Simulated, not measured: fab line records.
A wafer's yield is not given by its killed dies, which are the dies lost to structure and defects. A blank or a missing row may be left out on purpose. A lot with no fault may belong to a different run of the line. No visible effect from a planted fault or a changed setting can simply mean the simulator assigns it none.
Chamber matching :: flow n5-finfet :: N5_FIN_SAQP_HM_OPEN_73 on rie-diel-04 has 4 sister chambers
The step chemistry CHF3/O2, target SiO2, stops on a-Si, target depth 12 nm, time 16.8 s. 22 wafers are shown with their chamber, then 11 later ones without.

== WAFERS, EACH WITH ITS CHAMBER ==
wafer: L074.1
chamber: 0
drypump-motor-current-A (A): 4.8
rf-vpp-V (V): 533
throttle-valve-pct (%): 18.57

wafer: L074.2
chamber: 3
drypump-motor-current-A (A): 6.3
rf-vpp-V (V): 536
throttle-valve-pct (%): 18.78

wafer: L074.4
chamber: 2
drypump-motor-current-A (A): 5.5
rf-vpp-V (V): 518
throttle-valve-pct (%): 19.13

wafer: L078.1
chamber: 2
drypump-motor-current-A (A): 5.5
rf-vpp-V (V): 519
throttle-valve-pct (%): 19.15

wafer: L078.2
chamber: 0
drypump-motor-current-A (A): 4.8
rf-vpp-V (V): 533
throttle-valve-pct (%): 18.58

wafer: L078.6
chamber: 3
drypump-motor-current-A (A): 6.3
rf-vpp-V (V): 538
throttle-valve-pct (%): 18.77

wafer: L081.2
chamber: 2
drypump-motor-current-A (A): 5.5
rf-vpp-V (V): 518
throttle-valve-pct (%): 19.17

wafer: L081.5
chamber: 0
drypump-motor-current-A (A): 4.8
rf-vpp-V (V): 533
throttle-valve-pct (%): 18.61

wafer: L081.6
chamber: 1
drypump-motor-current-A (A): 5.3
rf-vpp-V (V): 531
throttle-valve-pct (%): 18.94

wafer: L084.2
chamber: 1
drypump-motor-current-A (A): 5.3
rf-vpp-V (V): 532
throttle-valve-pct (%): 18.96

wafer: L084.3
chamber: 0
drypump-motor-current-A (A): 4.8
rf-vpp-V (V): 533
throttle-valve-pct (%): 18.58

wafer: L084.6
chamber: 1
drypump-motor-current-A (A): 5.2
rf-vpp-V (V): 532
throttle-valve-pct (%): 18.94

wafer: L085.1
chamber: 1
drypump-motor-current-A (A): 5.3
rf-vpp-V (V): 533
throttle-valve-pct (%): 18.97

wafer: L085.3
chamber: 3
drypump-motor-current-A (A): 6.3
rf-vpp-V (V): 538
throttle-valve-pct (%): 18.81

wafer: L085.4
chamber: 3
drypump-motor-current-A (A): 6.3
rf-vpp-V (V): 536
throttle-valve-pct (%): 18.82

wafer: L086.2
chamber: 1
drypump-motor-current-A (A): 5.2
rf-vpp-V (V): 533
throttle-valve-pct (%): 18.96

wafer: L086.4
chamber: 3
drypump-motor-current-A (A): 6.3
rf-vpp-V (V): 537
throttle-valve-pct (%): 18.82

wafer: L086.6
chamber: 3
drypump-motor-current-A (A): 6.3
rf-vpp-V (V): 537
throttle-valve-pct (%): 18.83

wafer: L091.1
chamber: 1
drypump-motor-current-A (A): 5.3
rf-vpp-V (V): 532
throttle-valve-pct (%): 18.98

wafer: L091.2
chamber: 0
drypump-motor-current-A (A): 4.8
rf-vpp-V (V): 532
throttle-valve-pct (%): 18.65

wafer: L091.6
chamber: 1
drypump-motor-current-A (A): 5.2
rf-vpp-V (V): 532
throttle-valve-pct (%): 18.99

wafer: L092.1
chamber: 0
drypump-motor-current-A (A): 4.8
rf-vpp-V (V): 533
throttle-valve-pct (%): 18.63

SIGNATURES (means of the wafers above)
reading: drypump-motor-current-A
chamber 0: 4.800
chamber 1: 5.257
chamber 2: 5.500
chamber 3: 6.300
scatter within a chamber: 0.0309

reading: rf-vpp-V
chamber 0: 532.83
chamber 1: 532.14
chamber 2: 518.33
chamber 3: 537.00
scatter within a chamber: 0.681

reading: throttle-valve-pct
chamber 0: 18.6033
chamber 1: 18.9629
chamber 2: 19.1500
chamber 3: 18.8050
scatter within a chamber: 0.0248
Rule: distance of a wafer from a chamber = root of the sum over the readings of ((wafer's reading minus chamber's mean) / reading's scatter) squared. The wafer belongs to the nearest chamber; if the next one is less than 2 further off, it can't be placed. The scatter: the root of (the sum of the squares of (reading less its chamber's mean) over the shown wafers, divided by (wafers less chambers)).

== WAFERS MISSING THEIR CHAMBER ==
wafer: L092.4
drypump-motor-current-A (A): 6.2
rf-vpp-V (V): 537
throttle-valve-pct (%): 18.85

wafer: L092.6
drypump-motor-current-A (A): 5.5
rf-vpp-V (V): 519
throttle-valve-pct (%): 18.79

wafer: L093.1
drypump-motor-current-A (A): 5.5
rf-vpp-V (V): 519
throttle-valve-pct (%): 18.80

wafer: L093.3
drypump-motor-current-A (A): 6.3
rf-vpp-V (V): 536
throttle-valve-pct (%): 18.84

wafer: L093.4
drypump-motor-current-A (A): 4.8
rf-vpp-V (V): 531
throttle-valve-pct (%): 18.65

wafer: L095.4
drypump-motor-current-A (A): 5.5
rf-vpp-V (V): 518
throttle-valve-pct (%): 18.78

wafer: L095.5
drypump-motor-current-A (A): 4.8
rf-vpp-V (V): 531
throttle-valve-pct (%): 18.64

wafer: L095.6
drypump-motor-current-A (A): 6.3
rf-vpp-V (V): 538
throttle-valve-pct (%): 18.85

wafer: L096.4
drypump-motor-current-A (A): 5.3
rf-vpp-V (V): 532
throttle-valve-pct (%): 19.00

wafer: L096.5
drypump-motor-current-A (A): 5.5
rf-vpp-V (V): 518
throttle-valve-pct (%): 18.81

wafer: L096.6
drypump-motor-current-A (A): 4.8
rf-vpp-V (V): 533
throttle-valve-pct (%): 18.65

== EACH ONE'S CHAMBER ==
wafer: L092.4
from the rows above: 3
in truth: 3

wafer: L092.6
from the rows above: 2
in truth: 2

wafer: L093.1
from the rows above: 2
in truth: 2

wafer: L093.3
from the rows above: 3
in truth: 3

wafer: L093.4
from the rows above: 0
in truth: 0

wafer: L095.4
from the rows above: 2
in truth: 2

wafer: L095.5
from the rows above: 0
in truth: 0

wafer: L095.6
from the rows above: 3
in truth: 3

wafer: L096.4
from the rows above: 1
in truth: 1

wafer: L096.5
from the rows above: 2
in truth: 2

wafer: L096.6
from the rows above: 0
in truth: 0
Placed correctly: 11 of 11. From these rows, 0 cannot be placed. Number placed wrongly: 0.
